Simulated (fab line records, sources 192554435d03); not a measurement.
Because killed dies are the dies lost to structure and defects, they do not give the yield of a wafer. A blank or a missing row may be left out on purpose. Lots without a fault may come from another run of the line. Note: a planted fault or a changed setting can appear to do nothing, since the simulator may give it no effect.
Which tool is to blame? | flow n5 finfet | 24 lots with 72 wafers sampled at 5 steps, on a route of 1938 steps

## WHAT THE GAUGES SHOWED, per wafer
N5_BEOL_M1_THK_MEAS_01.
lot  | measured     | on            | M1_ILD_THK (nm)
L074 | day 6 01:17  | film metro-02 | 81.6 81.4 78.8
L075 | day 6 04:25  | film metro-01 | 78.6 79.4 80.6
L076 | day 6 08:43  | film metro-02 | 78.0 81.3 80.0
L077 | day 6 19:19  | film metro-01 | 77.5 77.0 79.4
L078 | day 7 01:42  | film metro-01 | 79.1 80.3 79.3
L079 | day 7 08:00  | film metro-01 | 77.3 79.1 79.5
L080 | day 7 13:26  | film metro-02 | 79.4 80.8 79.9
L081 | day 7 22:47  | film metro-02 | 78.4 79.3 79.5
L082 | day 8 02:15  | film metro-01 | 78.1 78.2 77.9
L083 | day 8 08:58  | film metro-02 | 79.8 77.8 81.0
L084 | day 8 11:30  | film metro-02 | 78.3 77.6 78.5
L085 | day 9 01:05  | film metro-02 | 79.0 81.1 79.2
L086 | day 9 01:32  | film metro-02 | 78.6 79.8 80.9
L087 | day 9 09:56  | film metro-02 | 78.3 79.7 77.9
L088 | day 9 14:05  | film metro-01 | 80.0 80.8 79.1
L089 | day 9 21:05  | film metro-02 | 78.2 79.0 80.4
L090 | day 10 01:38 | film metro-02 | 79.5 79.0 80.2
L091 | day 10 04:26 | film metro-02 | 76.8 78.9 78.6
L093 | day 10 12:17 | film metro-01 | 79.2 78.9 80.2
L092 | day 10 12:40 | film metro-01 | 78.5 79.0 79.4
L094 | day 11 04:57 | film metro-01 | 79.1 78.5 79.6
L095 | day 11 11:31 | film metro-01 | 77.2 77.9 78.1
L096 | day 11 11:59 | film metro-01 | 78.4 76.5 76.9
L097 | day 12 00:08 | film metro-01 | 79.0 80.5 78.9

N5_BEOL_M1_CD_MEAS_18: pitch 36 nm, target cd 18 nm.
lot  | measured     | on        | cd nm (nm)
L074 | day 6 03:16  | cd sem-03 | 18.3 18.0 17.6
L075 | day 6 07:36  | cd sem-01 | 18.2 17.9 17.5
L076 | day 6 11:04  | cd sem-03 | 18.6 17.9 18.3
L077 | day 6 22:35  | cd sem-01 | 18.6 18.6 18.4
L078 | day 7 03:01  | cd sem-02 | 18.3 18.2 18.8
L079 | day 7 09:38  | cd sem-03 | 17.8 18.1 17.9
L080 | day 7 18:20  | cd sem-03 | 17.9 18.0 18.1
L081 | day 8 00:07  | cd sem-03 | 17.9 17.8 18.0
L082 | day 8 05:38  | cd sem-02 | 18.1 18.2 18.5
L083 | day 8 11:46  | cd sem-01 | 18.0 18.2 18.2
L084 | day 8 13:52  | cd sem-01 | 18.0 18.1 17.7
L085 | day 9 03:19  | cd sem-01 | 18.3 18.2 18.3
L086 | day 9 03:34  | cd sem-02 | 18.5 17.6 18.1
L087 | day 9 12:15  | cd sem-03 | 17.6 17.5 17.6
L088 | day 9 16:25  | cd sem-01 | 18.4 18.0 18.6
L089 | day 9 22:09  | cd sem-01 | 18.0 18.4 18.1
L090 | day 10 04:18 | cd sem-01 | 18.3 18.0 17.2
L091 | day 10 06:02 | cd sem-02 | 18.6 18.7 18.1
L093 | day 10 14:12 | cd sem-03 | 17.7 18.2 17.8
L092 | day 10 14:36 | cd sem-01 | 17.9 18.9 18.3
L094 | day 11 07:29 | cd sem-01 | 18.3 17.9 17.9
L095 | day 11 13:55 | cd sem-01 | 18.5 18.6 18.3
L096 | day 11 14:04 | cd sem-02 | 18.3 17.5 17.7
L097 | day 12 02:23 | cd sem-01 | 18.0 17.9 18.1

## WHAT TOOL EACH LOT RAN ON (gives the tool, then ch and the chambers of the sampled wafers, and finally the start)
lot  | N5_BEOL_M0_PRE_CLEAN_131         | N5_BEOL_M1_ETCH_63                 | N5_BEOL_M1_HM_OPEN_17
L074 | cvd co-01 ch 0,1,2, day 6 00:57  | rie diel-02 ch 0,1,2, day 6 02:53  | rie metal-01 ch 0,1, day 6 03:06
L075 | cvd co-01 ch 0,1, day 6 04:04    | rie diel-06 ch 0,1,2, day 6 07:00  | rie metal-03 ch 0,1, day 6 07:12
L076 | cvd co-01 ch 0,1,2, day 6 08:22  | rie diel-02 ch 1,2,3, day 6 10:41  | rie metal-01 ch 0,1, day 6 10:54
L077 | cvd co-02 ch 1,2, day 6 18:57    | rie diel-01 ch 0,1,3, day 6 22:12  | rie metal-01 ch 0,1, day 6 22:24
L078 | cvd co-02 ch 0,1, day 7 01:18    | rie diel-01 ch 0,2,3, day 7 02:31  | rie metal-03 ch 0,1, day 7 02:43
L079 | cvd co-02 ch 0,2, day 7 07:38    | rie diel-02 ch 0,2,3, day 7 09:09  | rie metal-03 ch 0,1, day 7 09:23
L080 | cvd co-02 ch 0,2, day 7 13:02    | rie diel-02 ch 0,1, day 7 17:57    | rie metal-01 ch 0,1, day 7 18:09
L081 | cvd co-01 ch 1,2, day 7 22:26    | rie diel-02 ch 2,3, day 7 23:44    | rie metal-02 ch 0,1, day 7 23:56
L082 | cvd co-01 ch 0,1, day 8 01:49    | rie diel-06 ch 0,1,2, day 8 05:08  | rie metal-02 ch 0,1, day 8 05:20
L083 | cvd co-02 ch 0,1,2, day 8 08:34  | rie diel-06 ch 1,2,3, day 8 11:17  | rie metal-01 ch 0,1, day 8 11:29
L084 | cvd co-01 ch 0,1, day 8 11:05    | rie diel-01 ch 0,1,3, day 8 13:29  | rie metal-01 ch 0,1, day 8 13:41
L085 | cvd co-02 ch 0,1,2, day 9 00:44  | rie diel-01 ch 2,3, day 9 02:56    | rie metal-03 ch 0,1, day 9 03:10
L086 | cvd co-01 ch 1,2, day 9 01:10    | rie diel-06 ch 1,2, day 9 03:06    | rie metal-01 ch 0, day 9 03:17
L087 | cvd co-01 ch 0,1,2, day 9 09:34  | rie diel-02 ch 2,3, day 9 11:52    | rie metal-03 ch 0,1, day 9 12:04
L088 | cvd co-02 ch 1,2, day 9 13:43    | rie diel-06 ch 0,3, day 9 15:59    | rie metal-03 ch 0,1, day 9 16:13
L089 | cvd co-01 ch 0,1,2, day 9 20:43  | rie diel-06 ch 0,2,3, day 9 21:46  | rie metal-03 ch 0,1, day 9 22:00
L090 | cvd co-01 ch 0,2, day 10 01:17   | rie diel-06 ch 0,3, day 10 03:55   | rie metal-03 ch 0,1, day 10 04:07
L091 | cvd co-01 ch 1,2, day 10 04:00   | rie diel-01 ch 0,1, day 10 05:40   | rie metal-01 ch 0,1, day 10 05:51
L093 | cvd co-02 ch 0,1,2, day 10 11:55 | rie diel-06 ch 0,2, day 10 13:49   | rie metal-01 ch 0,1, day 10 14:01
L092 | cvd co-02 ch 0,2, day 10 12:14   | rie diel-06 ch 0,1,2, day 10 14:03 | rie metal-03 ch 0, day 10 14:14
L094 | cvd co-02 ch 1,2, day 11 04:36   | rie diel-02 ch 1,2,3, day 11 07:06 | rie metal-03 ch 0,1, day 11 07:18
L095 | cvd co-01 ch 0,2, day 11 11:10   | rie diel-01 ch 0,1, day 11 13:26   | rie metal-02 ch 0,1, day 11 13:38
L096 | cvd co-02 ch 0,1,2, day 11 11:37 | rie diel-01 ch 0,1,3, day 11 13:40 | rie metal-01 ch 0,1, day 11 13:52
L097 | cvd co-02 ch 0,1, day 11 23:47   | rie diel-06 ch 0,2, day 12 02:01   | rie metal-02 ch 0,1, day 12 02:12
- N5_BEOL_M0_PRE_CLEAN_131: time 15 s.
- N5_BEOL_M1_ETCH_63: etches SiARC in CF4, target depth 15.6 nm, time 26 s.
- N5_BEOL_M1_HM_OPEN_17: chemistry Cl2/BCl3, target TiN, target depth 20 nm, overetch 6 nm.

## WHAT THE TOOLS THEMSELVES READ (means of the sampled wafers that have a number; where no wafer has one, the mark that the record gives instead)
N5_BEOL_M0_PRE_CLEAN_131.
lot  | tool      | heater power w (W)
L074 | cvd co-01 | 73
L075 | cvd co-01 | 67
L076 | cvd co-01 | 73
L077 | cvd co-02 | 108
L078 | cvd co-02 | 91
L079 | cvd co-02 | 111
L080 | cvd co-02 | 113
L081 | cvd co-01 | 80
L082 | cvd co-01 | 68
L083 | cvd co-02 | 102
L084 | cvd co-01 | 69
L085 | cvd co-02 | 103
L086 | cvd co-01 | 79
L087 | cvd co-01 | 75
L088 | cvd co-02 | 107
L089 | cvd co-01 | 74
L090 | cvd co-01 | 75
L091 | cvd co-01 | 80
L093 | cvd co-02 | 103
L092 | cvd co-02 | 108
L094 | cvd co-02 | 109
L095 | cvd co-01 | 77
L096 | cvd co-02 | 104
L097 | cvd co-02 | 92

N5_BEOL_M1_ETCH_63.
lot  | tool        | drypump motor current A (A) | etch rf on time s (s) | oes product au (a.u.) | rf vpp V (V) | showerhead plenum p Torr (Torr) | throttle valve pct (%)
L074 | rie diel-02 | 5.6                         | 26.0                  | 0.63                  | 183.7        | 2.10                            | 15.68
L075 | rie diel-06 | 5.5                         | 26.2                  | 0.60                  | 183.6        | 2.15                            | 15.72
L076 | rie diel-02 | 5.8                         | 26.5                  | 0.62                  | 184.0        | 2.13                            | 15.55
L077 | rie diel-01 | 5.9                         | 25.8                  | 0.73                  | 183.6        | 2.18                            | 15.59
L078 | rie diel-01 | 5.6                         | 25.6                  | 0.68                  | 184.4        | 2.19                            | 15.60
L079 | rie diel-02 | 6.0                         | 26.4                  | 0.60                  | 183.4        | 2.12                            | 15.84
L080 | rie diel-02 | 5.4                         | 25.5                  | 0.64                  | 183.1        | 2.04                            | 15.56
L081 | rie diel-02 | 6.0                         | 26.6                  | 0.60                  | 183.9        | 2.18                            | 15.72
L082 | rie diel-06 | 5.5                         | 26.0                  | 0.59                  | 185.1        | 2.14                            | 15.74
L083 | rie diel-06 | 5.4                         | 25.5                  | 0.65                  | 184.2        | 2.17                            | 15.60
L084 | rie diel-01 | 5.9                         | 26.3                  | 0.71                  | 184.6        | 2.18                            | 15.60
L085 | rie diel-01 | 5.8                         | 25.7                  | 0.68                  | 184.9        | 2.20                            | 15.50
L086 | rie diel-06 | 5.3                         | 25.7                  | 0.58                  | 183.7        | 2.14                            | 15.71
L087 | rie diel-02 | 6.0                         | 26.7                  | 0.59                  | 184.8        | 2.17                            | 15.75
L088 | rie diel-06 | 5.6                         | 25.3                  | 0.78                  | 184.4        | 2.15                            | 15.33
L089 | rie diel-06 | 5.5                         | 25.0                  | 0.73                  | 184.5        | 2.16                            | 15.52
L090 | rie diel-06 | 5.6                         | 25.1                  | 0.76                  | 183.9        | 2.15                            | 15.34
L091 | rie diel-01 | 5.7                         | 25.9                  | 0.69                  | 184.2        | 2.14                            | 15.74
L093 | rie diel-06 | 5.7                         | 25.5                  | 0.73                  | 183.4        | 2.14                            | 15.52
L092 | rie diel-06 | 5.5                         | 25.4                  | 0.76                  | 183.2        | 2.14                            | 15.45
L094 | rie diel-02 | 5.8                         | 26.7                  | 0.60                  | 184.4        | 2.11                            | 15.63
L095 | rie diel-01 | 5.7                         | 26.1                  | 0.68                  | 184.0        | 2.14                            | 15.75
L096 | rie diel-01 | 5.9                         | 26.2                  | 0.69                  | 184.6        | 2.17                            | 15.64
L097 | rie diel-06 | 5.7                         | 25.6                  | 0.71                  | 184.7        | 2.14                            | 15.54

N5_BEOL_M1_HM_OPEN_17.
lot  | tool         | drypump motor current A (A) | oes product au (a.u.) | throttle valve pct (%)
L074 | rie metal-01 | 5.1                         | 0.56                  | 22.3
L075 | rie metal-03 | 5.4                         | 0.70                  | 22.4
L076 | rie metal-01 | 5.0                         | 0.61                  | 22.0
L077 | rie metal-01 | 5.1                         | 0.57                  | 22.3
L078 | rie metal-03 | 5.5                         | 0.73                  | 22.5
L079 | rie metal-03 | 5.5                         | 0.73                  | 22.5
L080 | rie metal-01 | 5.1                         | 0.56                  | 22.3
L081 | rie metal-02 | 6.1                         | 0.61                  | 22.2
L082 | rie metal-02 | 6.0                         | 0.69                  | 21.9
L083 | rie metal-01 | 5.1                         | 0.56                  | 22.3
L084 | rie metal-01 | 5.1                         | 0.60                  | 21.9
L085 | rie metal-03 | 5.4                         | 0.68                  | 22.4
L086 | rie metal-01 | 5.0                         | 0.65                  | 21.6
L087 | rie metal-03 | 5.4                         | 0.68                  | 22.4
L088 | rie metal-03 | 5.5                         | 0.71                  | 22.5
L089 | rie metal-03 | 5.5                         | 0.71                  | 22.5
L090 | rie metal-03 | 5.4                         | 0.66                  | 22.4
L091 | rie metal-01 | 5.1                         | 0.70                  | 21.9
L093 | rie metal-01 | 5.1                         | 0.76                  | 22.0
L092 | rie metal-03 | 5.6                         | 0.74                  | 22.6
L094 | rie metal-03 | 5.5                         | 0.70                  | 22.5
L095 | rie metal-02 | 6.0                         | 0.77                  | 21.8
L096 | rie metal-01 | 5.1                         | 0.68                  | 21.9
L097 | rie metal-02 | 6.1                         | 0.78                  | 22.1

## THE ANSWER, worked out from the rows above alone
Rule: the usual values come from the lots themselves. Put in order of their means at a reading, lots are off if they are a third of the lots or fewer, leave a main group of 4 or more, and stand apart from it by a gap of 3 or more times the standard deviation of the main group's means; of several such gaps the widest counts. A main group is skipped when, at the precision printed for the reading in the tables above, its means are all equal. A lot without any number at a reading at which 4 lots or more have one is off too. All remaining lots with rows at the step are treated as sound. Order of review: gauges by route order, followed by the tools' own readings, for which a lot's mean as printed above is used. At the first step where some lot is off, the reading lying furthest off is the one used; lots without a number count as furthest.
None of the lots is off at any reading shown; this tells nothing.

## WHAT WAS PUT IN BY THE SIMULATOR
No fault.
